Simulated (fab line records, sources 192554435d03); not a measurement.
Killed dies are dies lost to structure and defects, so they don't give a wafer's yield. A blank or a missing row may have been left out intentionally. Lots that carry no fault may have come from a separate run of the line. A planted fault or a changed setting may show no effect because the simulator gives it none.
A lot that was struck, set against a sound lot -- flow n5Finfet -- 44 steps out of a route of 1938
Sound: these wafers, L489.2, L489.4, L489.6. Struck: wafers L496.4, L496.5. At the end, the cause is stated.
Each step with rows lists, per side, the tool, then ch with its chambers, then its first start. Under that, the readings that differ: sound wafers -- struck wafers -- difference of the means -- sigmas: that difference in standard deviations of wafers without a fault.
alike: readings whose means differ by less than 2 such deviations, and words and numbers that are the same on both sides. not compared: withheld readings, readings that some wafer has no value for, bounds like >300 that may hide the same value, and numbers for which the record gives no deviation and whose values overlap.
A row with sigmas, a row that says differs or no value, or rows on one side alone: a step with any of these is where the two part. When numbers do not overlap yet have no deviation, they are printed without sigmas and do not part them. Lack of a reading on every wafer of one side parts them only where that side has two or more wafers.

N5_DUMMY_GATE_ETCH_32: etches SiO2 in CF4, target depth 3.5 nm, time 3.9 s.
  sound on rieSi-02 ch 0,1, day 3 02:53; struck on rieSi-02 ch 1,2, day 4 18:49
  alike: drypumpMotorCurrentA, oesProductAu, throttleValvePct
  not compared: rfHoursCounterH
then, 2 steps without rows for these wafers: N5_DUMMY_GATE_ETCH_23 (etches poly-Si in HBr/Cl2/O2, target depth 41 nm, time 22.3 s); N5_DUMMY_GATE_ETCH_44 (etches poly-Si in HBr/O2, stops on SiO2, target depth 127.5 nm).
N5_DUMMY_GATE_CD_MEAS_24: the cd target is 15 nm.
  sound on cdSem-02, day 3 03:05; struck on cdSem-01, day 4 19:02
  alike: cdNm
N5_DUMMY_GATE_ETCH_42: etches SiO2 in CHF3/O2, target depth 3.5 nm, time 31 s.
  sound on rieDiel-05 ch 0,2,3, day 3 03:11; struck on rieDiel-05 ch 0,2, day 4 19:04
  alike: drypumpMotorCurrentA, oesProductAu, rfVppV, showerheadPlenumPTorr, throttleValvePct
  not compared: rfHoursCounterH
then, 6 steps without rows for these wafers: N5_DUMMY_GATE_STRIP_48 (strips in N2/H2, time 20 s); N5_DUMMY_GATE_PRECLEAN_33 (cleans in dHF, time 10 s); N5_DUMMY_GATE_PRECLEAN_25 (cleans in O3/DIW, time 45 s); N5_DUMMY_GATE_PRECLEAN_51 (cleans in SC2, time 45 s); N5_DUMMY_GATE_SRD_26 (time 30 s); N5_DUMMY_GATE_UV_OZONE_45 (time 120 s).
N5_DUMMY_GATE_INSPECT_27: inspects for defects (brightfield).
  sound on defectInspect-01, day 3 03:26; struck on defectInspect-01, day 4 19:19
  alike: rawDefectCount
N5_SPACER0_ALD_07: deposits SiNx, target thk 2 nm.
  sound on aldSin-04 ch 1,2, day 3 03:28; struck on aldSin-04 ch 0, day 4 19:20
reading,sound,struck,difference,sigmas
model.SiNx_of_SPACER0_ALD_07.thkNm (nm),2 2 2,1.2 1.2,-0.8,
  alike: chamberPressureTorr, heaterPowerW
then, 2 steps without rows for these wafers: N5_SPACER0_ALD_00 (deposits SiOCN, target thk 3.5 nm, pulse time 3 s, purge time 2 s); N5_SPACER0_ALD_08 (deposits SiNx, target thk 2 nm).
N5_SPACER0_INSPECT_04: inspects for defects (darkfield).
  sound on defectInspect-02, day 3 04:02; struck on defectInspect-01, day 4 19:55
reading,sound,struck,difference,sigmas
rawDefectCount,230 252 207,133 182,-72,-2
then, 8 steps without rows for these wafers: N5_SD_EPI_N_COAT_32 (time 60 s, resist thk 350 nm); N5_SD_EPI_N_COAT_33 (time 60 s, resist thk 35 nm); N5_SD_EPI_N_COAT_03 (resist thk 150 nm); N5_SD_EPI_N_EBR_05; N5_SD_EPI_N_SOFTBAKE_04 (time 60 s); N5_SD_EPI_N_EXPOSE_06 (exposes mask SD N BLK, target cd 120 nm); N5_SD_EPI_N_PEB_07 (peb time 60 s); N5_SD_EPI_N_DEVELOP_08 (develop time 30 s).
N5_SD_EPI_N_CD_MEAS_09: the cd target is 120 nm.
  sound on cdSem-01 ch 0, day 3 04:19; struck on cdSem-02 ch 0, day 4 20:19
  alike: cdNm
N5_SD_EPI_N_OVL_MEAS_10:
  sound on overlay-02 ch 0, day 3 04:20; struck on overlay-02 ch 0, day 4 20:20
  alike: SD_N_BLK_OVL
N5_SD_EPI_N_INSPECT_11: inspects for defects (macro).
  sound on defectInspect-02, day 3 04:22; struck on defectInspect-01, day 4 20:22
  alike: rawDefectCount
N5_SD_EPI_N_DESCUM_14: chemistry O2, time 7.9 s.
  sound on rieDiel-02 ch 0,2, day 3 04:24; struck on rieDiel-06 ch 0,2, day 4 20:39
reading,sound,struck,difference,sigmas
drypumpMotorCurrentA (A),5.3 6.2 6.1,5.1 5.2,-0.7,-2
showerheadPlenumPTorr (Torr),2.00 2.02 2.02,2.16 2.19,+0.16,+3
  alike: oesProductAu, rfVppV, throttleValvePct
  not compared: rfHoursCounterH
N5_SD_EPI_N_ETCH_34: etches SiARC in CF4, target depth 45.5 nm, time 75.8 s.
  sound on rieDiel-02 ch 0,2, day 3 04:26; struck on rieDiel-06 ch 0,2, day 4 20:41
reading,sound,struck,difference,sigmas
drypumpMotorCurrentA (A),5.3 6.1 6.2,5.1 5.2,-0.7,-2
showerheadPlenumPTorr (Torr),2.06 2.08 2.08,2.22 2.22,+0.15,+3
  alike: etchRfOnTimeS, oesProductAu, rfVppV, throttleValvePct
  not compared: rfHoursCounterH
N5_SD_EPI_N_ETCH_35: etches SOC in N2/H2, overetch 108 nm, time 486 s.
  sound on rieDiel-02 ch 0,2, day 3 04:29; struck on rieDiel-06 ch 0,2, day 4 20:44
reading,sound,struck,difference,sigmas
drypumpMotorCurrentA (A),5.3 6.1 6.1,5.1 5.2,-0.7,-2
rfVppV (V),240.0 239.8 238.7,242.2 243.0,+3.1,+2
showerheadPlenumPTorr (Torr),2.41 2.45 2.45,2.63 2.63,+0.19,+3
  alike: oesProductAu, throttleValvePct
  not compared: rfHoursCounterH
then, 12 steps without rows for these wafers: N5_SD_EPI_N_STRIP_36 (strips in N2/H2); N5_SD_EPI_N_ETCHBACK_44 (etches SiNx in CH3F/O2, stops on SiO2, target depth 14.5 nm); N5_SD_EPI_N_ETCH_45 (etches SiOCN in CH3F/O2, target depth 6 nm); N5_SD_EPI_N_ETCH_16 (etches SiO2 in CHF3/O2, target depth 5 nm); N5_SD_EPI_N_STRIP_47 (strips in CHF3/O2); N5_SD_EPI_N_SD_RECESS_17 (chemistry HBr/Cl2/O2, target depth 41 nm, time 23.7 s, bt time 3 s); N5_SD_EPI_N_STRIP_38 (strips in N2/H2); N5_SD_EPI_N_WET_ETCH_43 (etches SiO2 in dHF, time 14 s, target depth 1.5 nm); N5_SD_EPI_N_STRIP_18 (strips in SPM, time 750 s); N5_SD_EPI_N_SRD_20 (time 30 s); N5_SD_EPI_N_PRECLEAN_48 (cleans in NF3:NH3, afs cycles 2, time 20 s, sublimation time 60 s); N5_SD_EPI_N_VAPOR_ETCH_50 (etches Si in HCl, time 54 s).
N5_DUMMY_REMOVAL_HM_STRIP_01: strips SiNx in CH3F/O2, stops on poly-Si, target depth 4 nm, time 6.8 s.
  sound on rieDiel-04 ch 0,3, day 4 01:22; struck on rieDiel-04 ch 0,1, day 5 17:04
reading,sound,struck,difference,sigmas
oesProductAu (a.u.),0.63 0.62 0.63,0.48 0.48,-0.15,-2
  alike: drypumpMotorCurrentA, rfVppV, showerheadPlenumPTorr, throttleValvePct
  not compared: rfHoursCounterH
then, 1 step without rows for these wafers: N5_PASSIVATION_PROBE_49.

== WHERE THEY PART ==
First at N5_SPACER0_INSPECT_04; last, within this record, at N5_DUMMY_REMOVAL_HM_STRIP_01.

WHY: the cause the simulator had injected
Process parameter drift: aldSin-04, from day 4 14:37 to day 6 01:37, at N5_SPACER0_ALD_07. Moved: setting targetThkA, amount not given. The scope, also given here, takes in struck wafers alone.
